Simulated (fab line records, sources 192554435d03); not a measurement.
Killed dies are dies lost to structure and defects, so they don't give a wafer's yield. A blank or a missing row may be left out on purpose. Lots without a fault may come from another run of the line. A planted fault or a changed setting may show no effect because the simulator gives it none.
Chamber matching | flow n5_finfet | N5_BEOL_M5_PRE_CLEAN_77 on cvd_co-02: 3 sister chambers
The step time 15 s. 6 wafers are shown with their chamber, then 12 later ones without.

WAFERS WITH THEIR CHAMBER
wafer  | chamber | heater_power_w (W) | rf_fwd_power_W (W)
L090.2 | 0       | 101                | 296.5
L090.5 | 2       | 62                 | 293.8
L090.6 | 1       | 91                 | 299.3
L091.1 | 2       | 62                 | 295.4
L091.2 | 1       | 92                 | 299.1
L091.6 | 0       | 102                | 295.2

WAFERS WITHOUT THEIR CHAMBER
wafer  | heater_power_w (W) | rf_fwd_power_W (W)
L092.1 | 93                 | 299.3
L092.3 | 65                 | 295.7
L092.4 | 104                | 298.2
L094.1 | 63                 | 294.7
L094.2 | 92                 | 298.4
L094.3 | 103                | 296.2
L095.2 | 64                 | 294.7
L095.3 | 101                | 296.6
L095.5 | 62                 | 294.8
L096.2 | 93                 | 297.2
L096.4 | 92                 | 297.7
L096.5 | 63                 | 294.3

WHICH CHAMBER EACH WENT THROUGH
wafer  | from the rows above | in truth
L092.1 | 1                   | 1
L092.3 | 2                   | 2
L092.4 | 0                   | 0
L094.1 | 2                   | 2
L094.2 | 1                   | 1
L094.3 | 0                   | 0
L095.2 | 2                   | 2
L095.3 | 0                   | 0
L095.5 | 2                   | 2
L096.2 | 1                   | 1
L096.4 | 1                   | 1
L096.5 | 2                   | 2
Placed correctly: 12 of 12. Can't be placed from these rows: 0. Placed wrongly: 0.
How it was worked out, from the rows above alone: a wafer's distance from a chamber is the root of the sum, over the readings, of the square of ((its reading less the chamber's mean) divided by the reading's scatter). The wafer belongs to the nearest chamber; if the next one is less than 2 further off, it can't be placed. A chamber's mean is the mean of its shown wafers. The scatter: the root of (the sum of the squares of (reading less its chamber's mean) over the shown wafers, divided by (wafers less chambers)).
